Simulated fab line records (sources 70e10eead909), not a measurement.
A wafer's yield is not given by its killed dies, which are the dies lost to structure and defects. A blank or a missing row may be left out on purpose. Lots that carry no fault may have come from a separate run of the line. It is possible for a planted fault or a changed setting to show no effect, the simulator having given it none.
Which tool was responsible? -- flow nand-harc -- 6 lots with 18 wafers sampled at 5 steps, on a route of 1159 steps

WHAT THE GAUGES READ, wafer by wafer
NHARC_END_SORT_01.
lot,measured,on,killed-at-array
L109,day 22 21:15,prober-01,672 20 26

EACH LOT AND THE TOOL THAT RAN IT (in order: tool; ch and the chambers of the sampled wafers; start)
lot,NHARC_A_STAIRCASE_ETCH_170,NHARC_A_STAIRCASE_TRIM_16,NHARC_A_STAIRCASE_ETCH_25,NHARC_A_STAIRCASE_TRIM_26
L999,"rie-diel-05 ch 1,2, day 11 06:08 or earlier","rie-diel-05 ch 0,1,3, day 11 06:08 or earlier","rie-diel-10 ch 1,2, day 11 06:08","rie-diel-10 ch 0,2,3, no start"
L109,"rie-diel-05 ch 0,3, day 14 00:50 or earlier","rie-diel-05 ch 2,3, day 14 00:50 or earlier","rie-diel-10 ch 0,1,2, day 14 00:50","rie-diel-10 ch 1,2,3, day 22 21:15 or earlier"
L113,"rie-diel-01 ch 0,2, day 14 18:58 or earlier","rie-diel-05 ch 0,2,3, day 14 18:58 or earlier","rie-diel-05 ch 0,1, day 14 18:58","rie-diel-05 ch 0,2,3, no start"
L115,"rie-diel-01 ch 1,2,3, day 15 04:35 or earlier","rie-diel-01 ch 0,1,2, day 15 04:35 or earlier","rie-diel-05 ch 0,1,2, day 15 04:35","rie-diel-05 ch 1,2,3, no start"
L119,"rie-diel-05 ch 0,2,3, day 15 20:26 or earlier","rie-diel-05 ch 1,2,3, day 15 20:26 or earlier","rie-diel-01 ch 2,3, day 15 20:26","rie-diel-01 ch 2,3, no start"
L120,"rie-diel-01 ch 0,3, day 16 11:23 or earlier","rie-diel-10 ch 2,3, day 16 11:23 or earlier","rie-diel-05 ch 1,2,3, day 16 11:23","rie-diel-05 ch 0,1,3, no start"
- NHARC_A_STAIRCASE_ETCH_170: etches the open film in C4F6/O2, target depth 200 nm, time 66.667 s.
- NHARC_A_STAIRCASE_TRIM_16: chemistry O2, time 211.2 s.
- NHARC_A_STAIRCASE_ETCH_25: etches the open film in C4F8/O2, target depth 100 nm, time 40.5 s.
- NHARC_A_STAIRCASE_TRIM_26: chemistry O2, time 211.2 s.

THE ANSWER, worked out from the rows above alone
Rule: what is usual is taken from the lots themselves. The widest of any qualifying gaps counts: lots, ordered by their means at a reading, are off when they make up no more than a third of the lots, leave a main group of 4 or more, and stand apart from it by 3 or more times the standard deviation of that group's means. If all means in a main group match to the digits the tables above print for the reading, that group is not used. Also off: a lot with no number at a reading for which 4 or more lots have one. The other lots that the step has rows for count as sound.
No lot is off at any reading shown: from this, nothing can be told.

WHAT WAS PUT IN BY THE SIMULATOR
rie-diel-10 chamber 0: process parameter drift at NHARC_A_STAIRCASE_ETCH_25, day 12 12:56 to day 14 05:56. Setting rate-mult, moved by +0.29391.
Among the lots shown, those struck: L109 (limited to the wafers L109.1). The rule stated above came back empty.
